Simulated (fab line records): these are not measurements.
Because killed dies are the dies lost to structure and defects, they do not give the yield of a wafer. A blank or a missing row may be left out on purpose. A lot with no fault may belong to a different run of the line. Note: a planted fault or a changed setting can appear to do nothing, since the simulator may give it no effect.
Chamber matching	flow nand_harc	rie_diel-08 running NHARC_P_GATE_DESCUM_61: 4 sister chambers
The step chemistry O2, time 3 s. 8 wafers are shown with their chamber, then 12 later ones without.

## WAFERS WITH THEIR CHAMBER
wafer	chamber	drypump_motor_current_A (A)	oes_product_au (a.u.)
L086.5	1	6.4	1.010
L088.4	1	6.3	1.010
L089.3	2	5.2	1.041
L089.5	3	5.4	1.042
L089.6	2	5.2	1.031
L091.3	0	5.1	0.974
L091.5	0	5.1	0.977
L091.6	3	5.4	1.025

## WAFERS WITHOUT THEIR CHAMBER
wafer	drypump_motor_current_A (A)	oes_product_au (a.u.)
L093.1	5.1	0.986
L093.3	6.4	1.002
L093.6	6.4	1.001
L094.2	5.4	1.023
L094.4	6.3	1.006
L094.6	5.1	0.982
L095.2	5.2	1.021
L095.3	6.3	0.995
L095.5	5.2	1.033
L097.2	5.1	0.966
L097.4	5.3	1.036
L097.6	6.4	1.001

## WHICH CHAMBER EACH ONE RAN IN
wafer	from the rows above	in truth
L093.1	0	0
L093.3	1	1
L093.6	1	1
L094.2	3	3
L094.4	1	1
L094.6	0	0
L095.2	2	2
L095.3	1	1
L095.5	2	2
L097.2	0	0
L097.4	can't be placed: 2 or 3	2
L097.6	1	1
Placed correctly: 11 of 12. Cannot be placed on the basis of these rows: 1; the candidates contain the true chamber in 1. Placed wrongly: 0.
How it was worked out, from the rows above alone: a wafer's distance from a chamber is the root of the sum, over the readings, of the square of ((its reading less the chamber's mean) divided by the reading's scatter). The wafer belongs to the nearest chamber; if the next one is less than 2 further off, it can't be placed. A chamber's mean is the mean of its shown wafers. The scatter is the square root of a quotient: the sum, over the shown wafers, of each reading's squared deviation from its chamber's mean, divided by wafers minus chambers.
